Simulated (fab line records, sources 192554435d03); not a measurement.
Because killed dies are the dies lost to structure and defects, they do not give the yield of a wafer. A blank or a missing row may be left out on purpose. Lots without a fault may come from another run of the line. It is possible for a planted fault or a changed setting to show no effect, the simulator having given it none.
A single fault, viewed from 3 desks ; flow n5_finfet ; what lay behind the numbers comes last; until then each desk has only its own

## AT THE TOOL OWNER'S DESK: rie_diel-06
The tool's own readings at N5_BEOL_M2_ETCH_69 (etches SiARC in CF4, target depth 15.6 nm, time 26 s): means of the sampled wafers that have a number, for each lot that ran on this tool. Marked OUT: a lot whose mean sits more than 4 standard deviations from the usual mean, which makes it out of limits; the brackets give that distance.
Columns: A = drypump_motor_current_A at N5_BEOL_M2_ETCH_69, usual 5.6 A; B = etch_rf_on_time_s at N5_BEOL_M2_ETCH_69, usual 25.9 s; C = oes_product_au at N5_BEOL_M2_ETCH_69, usual 0.65 a.u.; D = rf_vpp_V at N5_BEOL_M2_ETCH_69, usual 183.8 V; E = showerhead_plenum_p_Torr at N5_BEOL_M2_ETCH_69, usual 2.11 Torr; F = throttle_valve_pct at N5_BEOL_M2_ETCH_69, usual 15.67 %
lot;first seen here;A;B;C;D;E;F
L194;day 8 18:58;5.7;26.7;0.67;184.2;2.11;15.80
L198;day 9 19:08;6.0;23.8;0.79;182.4;2.09;15.69
L201;day 10 10:46;6.0;24.1;0.78;183.5;2.09;15.70
This desk's finding: nothing out of limits on any of the 3 lots.

## THE DEFECT DESK
For each lot, the counts of the inspections along the route, averaged over the sampled wafers that have a number. Marked OUT: a lot whose mean sits more than 4 standard deviations from the usual mean, which makes it out of limits; the brackets give that distance.
Columns: A = raw_defect_count at N5_BEOL_M2_INSPECT_13, usual 447
lot;first seen here;A
L191;day 7 17:11;460
L194;day 8 17:53;322
L198;day 9 18:04;510
L201;day 10 09:46;420
L203;day 10 22:38;477
L204;day 11 01:34;431
L206;day 11 07:45;512
L207;day 11 17:23;413
L208;day 12 04:11;479
This desk's finding: nothing out of limits on any of the 9 lots.

## AT THE METROLOGY DESK
Means of the sampled wafers that have a number, per lot and without regard to the tool the lot ran on: this is what the gauges read. Marked OUT: a lot whose mean sits more than 4 standard deviations from the usual mean, which makes it out of limits; the brackets give that distance. 7 of its 10 readings are shown, namely those furthest out on some lot.
Columns: A = DIBL_N at N5_BEOL_M4_RC_MEAS_101, usual 37.3 mV/V; B = DIBL_P at N5_BEOL_M4_RC_MEAS_101, usual 37.4 mV/V; C = IOFF_N at N5_BEOL_M4_RC_MEAS_101, usual 0.18 nA/um; D = IOFF_P at N5_BEOL_M4_RC_MEAS_101, usual 0.25 nA/um; E = ION_P at N5_BEOL_M4_RC_MEAS_101, usual 468 uA/um; F = VT_N at N5_BEOL_M4_RC_MEAS_101, usual 248 mV; G = VT_P at N5_BEOL_M4_RC_MEAS_101, usual -248 mV
lot;first seen here;A;B;C;D;E;F;G
L191;day 9 03:22;39.0;40.3;0.21;0.26;469;246;-249
L194;day 10 00:09;39.2;38.0;0.21;0.28;476;244;-244
L198;day 11 02:35;40.7;42.1;0.24;0.35;482;242;-242
L201;day 11 22:19;37.8;36.6;0.20;0.25;470;245;-247
L203;day 12 06:49;37.4;38.7;0.20;0.27;469;247;-245
L204;day 12 10:14;37.9;37.9;0.18;0.22;461;247;-251
L206;day 13 04:02;37.8;38.2;0.18;0.26;469;249;-245
L207;day 13 07:53;38.7;39.5;0.20;0.26;464;247;-250
L208;day 13 12:40;37.3;37.8;0.17;0.24;462;252;-250
This desk's finding: nothing out of limits on any of the 9 lots.

## TAKEN TOGETHER
The desk of the tool owner found nothing out of limits.
The defect desk saw nothing out of limits.
Nothing out of limits was seen by the metrology desk.

## WHAT THE SIMULATOR HAD INSERTED
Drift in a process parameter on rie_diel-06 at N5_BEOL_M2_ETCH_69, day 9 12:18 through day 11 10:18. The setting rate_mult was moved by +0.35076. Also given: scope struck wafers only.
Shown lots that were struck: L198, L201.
